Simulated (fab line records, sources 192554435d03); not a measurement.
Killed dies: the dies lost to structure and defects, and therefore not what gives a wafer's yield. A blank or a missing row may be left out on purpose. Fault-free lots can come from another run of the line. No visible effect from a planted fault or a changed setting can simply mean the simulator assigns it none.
Chamber matching | flow n5Finfet | 4 sister chambers for N5_BEOL_M0_CUTY_ETCH_62 on rieDiel-04
The step etches SiARC in CF4, time 58.5 s. 22 wafers are shown with their chamber, then 11 later ones without.

## EACH WAFER AND ITS CHAMBER
wafer  | chamber | drypumpMotorCurrentA (A) | throttleValvePct (%) | showerheadPlenumPTorr (Torr)
L077.1 | 3       | 6.0                      | 15.94                | 2.03
L077.4 | 1       | 5.0                      | 15.15                | 2.27
L077.5 | 0       | 5.3                      | 15.39                | 2.10
L078.1 | 3       | 6.0                      | 15.96                | 2.03
L078.4 | 1       | 5.0                      | 15.17                | 2.27
L078.6 | 0       | 5.3                      | 15.39                | 2.10
L080.2 | 1       | 5.0                      | 15.19                | 2.27
L080.3 | 0       | 5.3                      | 15.42                | 2.10
L080.6 | 0       | 5.3                      | 15.42                | 2.10
L083.1 | 0       | 5.3                      | 15.43                | 2.10
L083.4 | 3       | 6.1                      | 15.95                | 2.03
L083.6 | 0       | 5.3                      | 15.44                | 2.10
L084.2 | 3       | 6.0                      | 15.96                | 2.03
L084.3 | 0       | 5.4                      | 15.42                | 2.10
L084.5 | 0       | 5.3                      | 15.43                | 2.10
L087.4 | 0       | 5.3                      | 15.44                | 2.09
L087.5 | 1       | 5.0                      | 15.24                | 2.26
L087.6 | 2       | 6.1                      | 15.39                | 2.16
L088.1 | 1       | 5.0                      | 15.23                | 2.26
L088.4 | 0       | 5.3                      | 15.44                | 2.09
L088.6 | 3       | 6.0                      | 15.51                | 2.28
L090.1 | 3       | 6.1                      | 15.50                | 2.28

SIGNATURES (means of the wafers above)
reading               | chamber 0 | chamber 1 | chamber 2 | chamber 3 | scatter within a chamber
drypumpMotorCurrentA  | 5.310     | 5.000     | 6.100     | 6.033     | 0.0352
throttleValvePct      | 15.4220   | 15.1960   | 15.3900   | 15.8033   | 0.124
showerheadPlenumPTorr | 2.0980    | 2.2660    | 2.1600    | 2.1133    | 0.0682
Rule: a wafer lies at a distance from a chamber equal to the root of the sum of squares, over the readings, of (its reading less the chamber's mean, divided by the reading's scatter). If the next closest chamber is less than 2 further off than the closest, the wafer can't be placed; otherwise it belongs to the closest. The scatter: take each reading less its chamber's mean, square it, sum over the shown wafers, divide by the number of wafers less the number of chambers, and take the root.

## WAFERS MISSING THEIR CHAMBER
wafer  | drypumpMotorCurrentA (A) | throttleValvePct (%) | showerheadPlenumPTorr (Torr)
L090.5 | 5.3                      | 15.46                | 2.09
L090.6 | 6.0                      | 15.51                | 2.28
L092.2 | 5.3                      | 15.47                | 2.09
L092.4 | 6.0                      | 15.51                | 2.28
L092.5 | 5.1                      | 15.24                | 2.26
L096.2 | 5.4                      | 15.49                | 2.09
L096.4 | 6.1                      | 15.54                | 2.28
L096.6 | 5.1                      | 15.26                | 2.26
L097.1 | 5.1                      | 15.28                | 2.25
L097.2 | 6.0                      | 15.55                | 2.27
L097.5 | 5.3                      | 15.51                | 2.09

## CHAMBER TAKEN BY EACH
wafer  | from the rows above     | in truth
L090.5 | 0                       | 0
L090.6 | can't be placed: 2 or 3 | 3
L092.2 | 0                       | 0
L092.4 | can't be placed: 2 or 3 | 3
L092.5 | 1                       | 1
L096.2 | 0                       | 0
L096.4 | can't be placed: 2 or 3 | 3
L096.6 | 1                       | 1
L097.1 | 1                       | 1
L097.2 | can't be placed: 3 or 2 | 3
L097.5 | 0                       | 0
Correctly placed: 7 of 11. Can't be placed from these rows: 4 (the true chamber is among the candidates in 4). 0 placed wrongly.
